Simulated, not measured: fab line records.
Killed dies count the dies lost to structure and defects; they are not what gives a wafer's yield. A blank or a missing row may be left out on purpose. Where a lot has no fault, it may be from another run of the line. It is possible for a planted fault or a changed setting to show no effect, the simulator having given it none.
Check of tool commonality	flow n5-finfet	Lots sampled 11, wafers sampled 33

## WHY IT WAS OPENED
At N5_BEOL_M14_OVL_MEAS_29 the reading M14_OVL is flagged on 2 of 11 lots. Wafers without a fault read 2 nm, standard deviation 5.7.
Rule: flag the lot when none of its wafers has a number, or when each of its wafers that has one lies beyond 4 standard deviations from that mean. The other lots count as sound.

lot	measured	on	M14_OVL (nm), wafer by wafer	flag
L102	day 12 06:27	overlay-02	0 13 1	
L103	day 12 06:50	overlay-01	3 5 9	
L104	day 12 23:09	overlay-02	-1 -5 -3	
L106	day 12 23:40	overlay-01	3 7 5	
L108	day 13 22:55	overlay-01	49 50 47	FLAGGED
L111	day 14 07:37	overlay-01	47 44 47	FLAGGED
L117	day 15 18:23	overlay-01	2 -1 -5	
L120	day 16 09:00	overlay-01	-6 2 0	
L119	day 16 12:28	overlay-02	2 -4 2	
L121	day 16 12:44	overlay-01	8 8 4	
L122	day 16 18:55	overlay-02	-2 -6 -2	
The numbers of the flagged lots are 47 nm on average: +45 nm against the usual, or +8 standard deviations.

## WHICH TOOL EACH LOT WENT THROUGH
The record holds 2 process steps before the reading, out of a route of 1938 steps. Each cell gives the tool, then ch followed by the chambers the sampled wafers passed through, then the start.
lot	flag	N5_BEOL_M14_STRIP_64	N5_BEOL_M14_EXPOSE_25
L102		rie-diel-05 ch 1,2,3, day 12 06:15 or earlier	krf-scanner-01 ch 0, day 12 06:15
L103		rie-diel-01 ch 0,2, day 12 06:38 or earlier	krf-scanner-01 ch 0, day 12 06:38
L104		rie-diel-02 ch 0,1,2, day 12 22:57 or earlier	krf-scanner-02 ch 0, day 12 22:57
L106		rie-diel-01 ch 1,3, day 12 23:28 or earlier	krf-scanner-02 ch 0, day 12 23:28
L108	FLAGGED	rie-diel-02 ch 0,1,3, day 13 22:43 or earlier	krf-scanner-02 ch 0, day 13 22:43
L111	FLAGGED	rie-diel-05 ch 2,3, day 14 07:25 or earlier	krf-scanner-02 ch 0, day 14 07:25
L117		rie-diel-05 ch 1,3, day 15 18:11 or earlier	krf-scanner-01 ch 0, day 15 18:11
L120		rie-diel-02 ch 0,1, day 16 08:49 or earlier	krf-scanner-01 ch 0, day 16 08:49
L119		rie-diel-01 ch 0,3, day 16 12:16 or earlier	krf-scanner-01 ch 0, day 16 12:16
L121		rie-diel-05 ch 1,2,3, day 16 12:32 or earlier	krf-scanner-01 ch 0, day 16 12:32
L122		rie-diel-01 ch 0,3, day 16 18:43 or earlier	krf-scanner-01 ch 0, day 16 18:43
What is done by these steps:
- N5_BEOL_M14_STRIP_64: strips in O2.
- N5_BEOL_M14_EXPOSE_25: exposes mask M14, target cd 280 nm.
- N5_BEOL_M14_OVL_MEAS_29

## FLAGGED AGAINST TOTAL, ONE TOOL AT A TIME (gauges that did the reading follow at the end)
step	tool	lots run	flagged	share of the flagged lots	sound lots run after its first flagged lot
N5_BEOL_M14_STRIP_64	rie-diel-01	4	0	none	-
N5_BEOL_M14_STRIP_64	rie-diel-02	3	1	some	1 (L120)
N5_BEOL_M14_STRIP_64	rie-diel-05	4	1	some	2 (L117,L121)
N5_BEOL_M14_EXPOSE_25	krf-scanner-01	7	0	none	-
N5_BEOL_M14_EXPOSE_25	krf-scanner-02	4	2	all	0
N5_BEOL_M14_OVL_MEAS_29	overlay-01	7	2	all	3 (L117,L120,L121)
N5_BEOL_M14_OVL_MEAS_29	overlay-02	4	0	none	-
N5_BEOL_M14_STRIP_64 gives no start for some lots, so the hours and the order of its lots are those of N5_BEOL_M14_EXPOSE_25.

## WHAT THE TABLE ALLOWS
Rows of the table that ran all the flagged lots, 2 in number: krf-scanner-02 at N5_BEOL_M14_EXPOSE_25; overlay-01 at N5_BEOL_M14_OVL_MEAS_29.
- krf-scanner-02 at N5_BEOL_M14_EXPOSE_25: 2 of its 4 lots flagged. Its last sound lot is L106 (day 12 23:28), its first flagged lot L108 (day 13 22:43): a fault that began between those two fits.
- overlay-01 at N5_BEOL_M14_OVL_MEAS_29: 2 of its 7 lots flagged. Sound lots ran on it after the first flagged one (L117, L120, L121), which a lasting fault on the whole tool wouldn't allow.
What remains is a single tool, krf-scanner-02 at N5_BEOL_M14_EXPOSE_25.

## WHAT WAS PUT IN BY THE SIMULATOR
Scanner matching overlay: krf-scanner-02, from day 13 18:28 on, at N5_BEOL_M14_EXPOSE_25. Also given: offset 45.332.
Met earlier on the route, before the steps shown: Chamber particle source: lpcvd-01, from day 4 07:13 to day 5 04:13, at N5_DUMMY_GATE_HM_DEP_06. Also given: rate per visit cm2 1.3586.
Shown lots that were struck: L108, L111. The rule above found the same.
